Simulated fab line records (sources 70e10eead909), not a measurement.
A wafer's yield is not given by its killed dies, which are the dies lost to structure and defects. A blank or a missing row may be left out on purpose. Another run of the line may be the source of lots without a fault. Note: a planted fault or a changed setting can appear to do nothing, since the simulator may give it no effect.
Comparing a struck lot with a sound one + flow nand harc + 15 out of 1159 route steps
Sound: these wafers, L360.1, L360.4, L360.5. Struck: wafers L370.3, L370.4. (L370.2 of the same lot was not struck and is left out.) The cause comes at the end.
Per side, at each step with rows, come the tool, then ch with its chambers, and then its first start. Under that, the readings that differ: sound wafers + struck wafers + difference of the means + sigmas: that difference in standard deviations of wafers without a fault.
alike: words and numbers the same on both sides, and readings whose means are apart by under 2 such deviations; not compared: readings that were withheld, readings missing a value for some wafer, numbers with overlapping values and no deviation given by the record, and bounds like >300 which may hide the same value.
Wherever a step has rows on one side only, a row that says differs or no value, or a row with sigmas, the two part there. Numbers that have no deviation but don't overlap get no sigmas and don't part them. A reading that every wafer of one side lacks parts them only if that side has two wafers or more.

first, 7 steps without rows for these wafers: NHARC_A_CONTACT_COAT_62 (time 65 s); NHARC_A_CONTACT_COAT_63 (resist thk 90 nm); NHARC_A_CONTACT_SOFTBAKE_64 (time 55 s); NHARC_A_CONTACT_EBR_65; NHARC_A_CONTACT_EXPOSE_66 (exposes mask A CC 2); NHARC_A_CONTACT_PEB_67 (peb time 65 s); NHARC_A_CONTACT_DEVELOP_68 (develop time 35 s).
NHARC_A_CONTACT_CD_MEAS_69: target cd 200 nm.
  sound on cd sem-01 ch 0, day 19 12:13; struck on cd sem-02 ch 0, day 22 09:38
  alike: cd nm
NHARC_A_CONTACT_OVL_MEAS_70:
  struck on overlay-02, day 22 09:43; sound on overlay-02, day 19 12:19
| reading           | sound          | struck  | difference | sigmas |
|-------------------|----------------|---------|------------|--------|
| overlay y nm (nm) | -0.9 -1.3 -1.3 | 0.9 1.2 | +2.2       | +3     |
  alike: overlay x nm
NHARC_A_CONTACT_INSPECT_71:
  struck on defect inspect-01, day 22 09:45; sound on defect inspect-01, day 19 12:21
  alike: raw defect count
NHARC_A_CONTACT_DESCUM_74: chemistry O2, time 3 s.
  sound on rie diel-13 ch 1,2,3, day 19 12:30; struck on rie diel-11 ch 0,1, day 22 09:49
  alike: drypump motor current A, mfc ar sccm, oes product au, rf vpp V, showerhead plenum p Torr, throttle valve pct
  not compared: rf hours counter h
NHARC_A_CONTACT_ETCH_75: etches the open film in CF4, target depth 39 nm, time 65 s.
  sound on rie diel-13 ch 2,3, day 19 12:40; struck on rie diel-11 ch 0,3, day 22 09:55
  alike: drypump motor current A, mfc ar sccm, oes product au, rf fwd power W, rf vpp V, run length s, showerhead plenum p Torr, throttle valve pct
  not compared: rf hours counter h
NHARC_A_CONTACT_ETCH_76: etches the open film in N2/H2, target depth 260 nm, time 475.3 s.
  sound on rie diel-13 ch 1,2, day 19 12:50; struck on rie diel-11 ch 2,3, day 22 09:59
| reading            | sound             | struck      | difference                    | sigmas      |
|--------------------|-------------------|-------------|-------------------------------|-------------|
| rf fwd power W (W) | 399.5 399.9 398.8 | - -         | no value on the struck wafers |             |
| run length s (s)   | 497.0 496.2 496.5 | 351.7 352.7 | -144.4                        | -99 or more |
  alike: drypump motor current A, mfc ar sccm, n2 flow sccm, oes product au, rf vpp V, showerhead plenum p Torr, throttle valve pct
  not compared: rf hours counter h
NHARC_A_CONTACT_ETCH_77: etches the open film in CF4/CHF3, target depth 72.6 nm, time 36.3 s.
  sound: rie diel-13 ch 1,2,3; struck: rie diel-11 ch 0,2
| reading                | sound                | struck        | difference | sigmas |
|------------------------|----------------------|---------------|------------|--------|
| throttle valve pct (%) | 16.787 16.779 16.799 | 16.805 16.813 | +0.021     | +2     |
  alike: chf3 flow sccm, drypump motor current A, mfc ar sccm, oes product au, rf fwd power W, rf vpp V, run length s, showerhead plenum p Torr
  not compared: rf hours counter h
-- the record jumps here: 3 days lie between the struck wafers' starts before and after (it left off in module A_CONTACT and takes up again in module END, whose first step shown is number 1159 of the route) --
NHARC_END_SORT_01:
  here the record holds rows for the struck wafers (prober-01 ch 0, day 25 05:09) but none for the sound ones

WHERE THEY PART
Last at NHARC_END_SORT_01 as far as this record goes, first at NHARC_A_CONTACT_OVL_MEAS_70.

WHY: what the simulator had put in
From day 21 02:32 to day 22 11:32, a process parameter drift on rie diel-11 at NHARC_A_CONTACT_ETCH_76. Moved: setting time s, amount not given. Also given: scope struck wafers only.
